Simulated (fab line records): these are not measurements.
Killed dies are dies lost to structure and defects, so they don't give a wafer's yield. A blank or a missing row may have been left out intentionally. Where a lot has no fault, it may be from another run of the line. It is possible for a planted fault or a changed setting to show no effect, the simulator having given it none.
Chamber matching -- flow n5-finfet -- 4 sister chambers for N5_BEOL_M0_SAQP_ALD_48 on ald-sin-01
The step deposits SiO2, target thk 20 nm, pulse time 1 s, co reactant pulse time 1 s. 4 wafers are shown with their chamber, then 12 later ones without.

## WAFERS, EACH WITH ITS CHAMBER
wafer,chamber,heater-power-w (W)
L087.1,0,92
L087.4,1,69
L088.1,3,72
L088.6,2,80

## WAFERS WITHOUT THEIR CHAMBER
wafer,heater-power-w (W)
L094.2,93
L094.4,74
L094.6,70
L095.1,92
L095.3,74
L095.5,78
L097.2,91
L097.3,74
L097.4,71
L096.2,93
L096.4,72
L096.6,73

## EACH ONE'S CHAMBER
wafer,from the rows above,in truth
L094.2,0,0
L094.4,3,3
L094.6,can't be placed: 1 or 3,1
L095.1,0,0
L095.3,3,3
L095.5,2,2
L097.2,0,0
L097.3,3,3
L097.4,can't be placed: 3 or 1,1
L096.2,0,0
L096.4,3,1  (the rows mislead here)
L096.6,3,3
9 of 12 placed correctly. Not placeable from these rows: 2 (in 2, the candidates include the true chamber). Wrongly placed: 1.
How it was worked out, from the rows above alone: a wafer's distance from a chamber is the root of the sum, over the readings, of the square of ((its reading less the chamber's mean) divided by the reading's scatter). The wafer belongs to the nearest chamber; if the next one is less than 2 further off, it can't be placed. A chamber's mean is the mean of its shown wafers. The scatter: root of mean squared gap, hidden wafer to nearest shown wafer, with one shown wafer a chamber.
